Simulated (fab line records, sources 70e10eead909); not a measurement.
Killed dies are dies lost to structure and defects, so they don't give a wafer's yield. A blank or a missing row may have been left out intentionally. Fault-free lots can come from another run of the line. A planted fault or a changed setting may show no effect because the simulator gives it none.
The tool behind it: which one? || flow nand harc || route of 1159 steps, sampled at 1 step: 24 lots, 72 wafers

## WHAT THE GAUGES SHOWED, per wafer
NHARC_A_ONON_D1_THK_MEAS_18: measures by ellipsometry. Usual: thk nm reads 999 nm (standard deviation 12).
{"lot": "L074", "measured": "day 7 21:44", "on": "film metro-01", "thk nm (nm)": "1001 1000 1000", "flag": ""}
{"lot": "L075", "measured": "day 7 21:44", "on": "film metro-02", "thk nm (nm)": "989 987 989", "flag": ""}
{"lot": "L077", "measured": "day 8 14:38", "on": "film metro-02", "thk nm (nm)": "995 998 996", "flag": ""}
{"lot": "L076", "measured": "day 8 14:38", "on": "film metro-01", "thk nm (nm)": "1004 1003 1003", "flag": ""}
{"lot": "L078", "measured": "day 9 04:32", "on": "film metro-01", "thk nm (nm)": "977 979 977", "flag": ""}
{"lot": "L079", "measured": "day 9 04:32", "on": "film metro-02", "thk nm (nm)": "1008 1007 1007", "flag": ""}
{"lot": "L081", "measured": "day 9 10:16", "on": "film metro-01", "thk nm (nm)": "982 981 980", "flag": ""}
{"lot": "L080", "measured": "day 9 10:17", "on": "film metro-02", "thk nm (nm)": "984 981 983", "flag": ""}
{"lot": "L083", "measured": "day 10 03:53", "on": "film metro-02", "thk nm (nm)": "1001 1000 999", "flag": ""}
{"lot": "L082", "measured": "day 10 03:53", "on": "film metro-01", "thk nm (nm)": "1010 1012 1012", "flag": ""}
{"lot": "L084", "measured": "day 10 22:27", "on": "film metro-02", "thk nm (nm)": "1012 1010 1011", "flag": ""}
{"lot": "L085", "measured": "day 11 04:41", "on": "film metro-02", "thk nm (nm)": "1019 1022 1017", "flag": ""}
{"lot": "L086", "measured": "day 11 05:02", "on": "film metro-01", "thk nm (nm)": "985 988 985", "flag": ""}
{"lot": "L088", "measured": "day 11 13:50", "on": "film metro-02", "thk nm (nm)": "977 980 979", "flag": ""}
{"lot": "L087", "measured": "day 11 13:50", "on": "film metro-01", "thk nm (nm)": "1007 1005 1006", "flag": ""}
{"lot": "L090", "measured": "day 12 02:29", "on": "film metro-02", "thk nm (nm)": "1013 1011 1012", "flag": ""}
{"lot": "L089", "measured": "day 12 02:30", "on": "film metro-01", "thk nm (nm)": "1003 1003 1001", "flag": ""}
{"lot": "L091", "measured": "day 12 07:15", "on": "film metro-02", "thk nm (nm)": "1005 1004 1005", "flag": ""}
{"lot": "L092", "measured": "day 12 07:19", "on": "film metro-01", "thk nm (nm)": "991 992 992", "flag": ""}
{"lot": "L093", "measured": "day 12 13:29", "on": "film metro-02", "thk nm (nm)": "1014 1014 1013", "flag": ""}
{"lot": "L094", "measured": "day 13 00:33", "on": "film metro-02", "thk nm (nm)": "985 988 988", "flag": ""}
{"lot": "L096", "measured": "day 13 05:39", "on": "film metro-01", "thk nm (nm)": "1011 1010 1011", "flag": ""}
{"lot": "L095", "measured": "day 13 05:40", "on": "film metro-02", "thk nm (nm)": "1003 1002 1003", "flag": ""}
{"lot": "L097", "measured": "day 13 18:25", "on": "film metro-02", "thk nm (nm)": "998 997 997", "flag": ""}

## WHICH TOOL RAN EACH LOT (tool, then ch and the chambers of the sampled wafers, then the start)
Before these readings, the record contains no process step.

## WHAT THE TOOLS THEMSELVES READ (means of the sampled wafers that have a number; where no wafer has one, the mark that the record gives instead)
The record holds no such reading with a usual standard deviation.

## THE ANSWER, worked out from the rows above alone
Rule: lot off if the mean of its wafers having a number is beyond 3 standard deviations from the usual mean. A lot without any number at a reading at which 4 lots or more have one is off too. Any other lot the step has rows for is counted as sound. First the gauges in route order, then the tools' own readings, where a lot's mean is used as printed above. The first step at which some lot is off is used, and at that step the reading that is off furthest; a lot without a number counts as furthest.
Nothing can be told from this: no lot is off at any reading shown.

## WHAT THE SIMULATOR HAD PUT IN
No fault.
